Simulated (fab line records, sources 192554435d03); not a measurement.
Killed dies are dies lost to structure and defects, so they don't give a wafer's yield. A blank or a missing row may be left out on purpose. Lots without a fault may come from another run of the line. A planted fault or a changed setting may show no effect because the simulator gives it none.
Chamber matching | flow n5_finfet | N5_HKMG_FIN_ETCH_55 on rie_diel-02: 4 sister chambers
The step etches SOC in N2/H2, target depth 240 nm, time 300 s. 18 wafers are shown with their chamber, then 9 later ones without.

WAFERS WITH THEIR CHAMBER
wafer  | chamber | throttle_valve_pct (%) | oes_product_au (a.u.) | showerhead_plenum_p_Torr (Torr)
L076.3 | 1       | 17.90                  | 0.75                  | 2.62
L076.4 | 2       | 17.29                  | 0.96                  | 2.59
L076.6 | 1       | 17.91                  | 0.75                  | 2.62
L077.1 | 1       | 17.91                  | 0.75                  | 2.62
L077.2 | 0       | 17.56                  | 0.92                  | 2.60
L077.3 | 3       | 17.83                  | 0.70                  | 2.62
L080.4 | 0       | 17.56                  | 0.90                  | 2.59
L080.5 | 2       | 17.32                  | 0.93                  | 2.59
L080.6 | 1       | 17.93                  | 0.74                  | 2.61
L082.3 | 2       | 17.32                  | 0.91                  | 2.59
L082.4 | 1       | 17.94                  | 0.73                  | 2.61
L082.6 | 0       | 17.57                  | 0.88                  | 2.59
L084.2 | 1       | 17.96                  | 0.73                  | 2.61
L084.3 | 2       | 17.34                  | 0.92                  | 2.59
L084.6 | 2       | 17.35                  | 0.91                  | 2.59
L088.1 | 1       | 17.95                  | 0.71                  | 2.60
L088.5 | 1       | 17.96                  | 0.72                  | 2.60
L088.6 | 0       | 17.61                  | 0.86                  | 2.58

SIGNATURES (means of the wafers above)
reading                  | chamber 0 | chamber 1 | chamber 2 | chamber 3 | scatter within a chamber
throttle_valve_pct       | 17.5750   | 17.9325   | 17.3240   | 17.8300   | 0.0236
oes_product_au           | 0.8900    | 0.7350    | 0.9260    | 0.7000    | 0.0195
showerhead_plenum_p_Torr | 2.5900    | 2.6113    | 2.5900    | 2.6200    | 0.00701
Rule: a wafer's distance from a chamber is the root of the sum, over the readings, of the square of ((its reading less the chamber's mean) divided by the reading's scatter). The wafer belongs to the nearest chamber; if the next one is less than 2 further off, it can't be placed. The scatter: the root of (the sum of the squares of (reading less its chamber's mean) over the shown wafers, divided by (wafers less chambers)).

WAFERS WITHOUT THEIR CHAMBER
wafer  | throttle_valve_pct (%) | oes_product_au (a.u.) | showerhead_plenum_p_Torr (Torr)
L089.1 | 17.61                  | 0.85                  | 2.58
L089.2 | 17.96                  | 0.71                  | 2.60
L089.6 | 17.62                  | 0.84                  | 2.58
L093.2 | 17.63                  | 0.85                  | 2.58
L093.5 | 17.98                  | 0.72                  | 2.60
L093.6 | 17.62                  | 0.85                  | 2.58
L097.2 | 17.38                  | 0.87                  | 2.58
L097.4 | 17.53                  | 0.86                  | 2.60
L097.5 | 17.53                  | 0.86                  | 2.60

WHICH CHAMBER EACH WENT THROUGH
wafer  | from the rows above | in truth
L089.1 | 0                   | 0
L089.2 | 1                   | 1
L089.6 | 0                   | 0
L093.2 | 0                   | 0
L093.5 | 1                   | 1
L093.6 | 0                   | 0
L097.2 | 2                   | 2
L097.4 | 0                   | 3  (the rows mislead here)
L097.5 | 0                   | 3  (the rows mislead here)
Placed correctly: 7 of 9. Can't be placed from these rows: 0. Placed wrongly: 2.
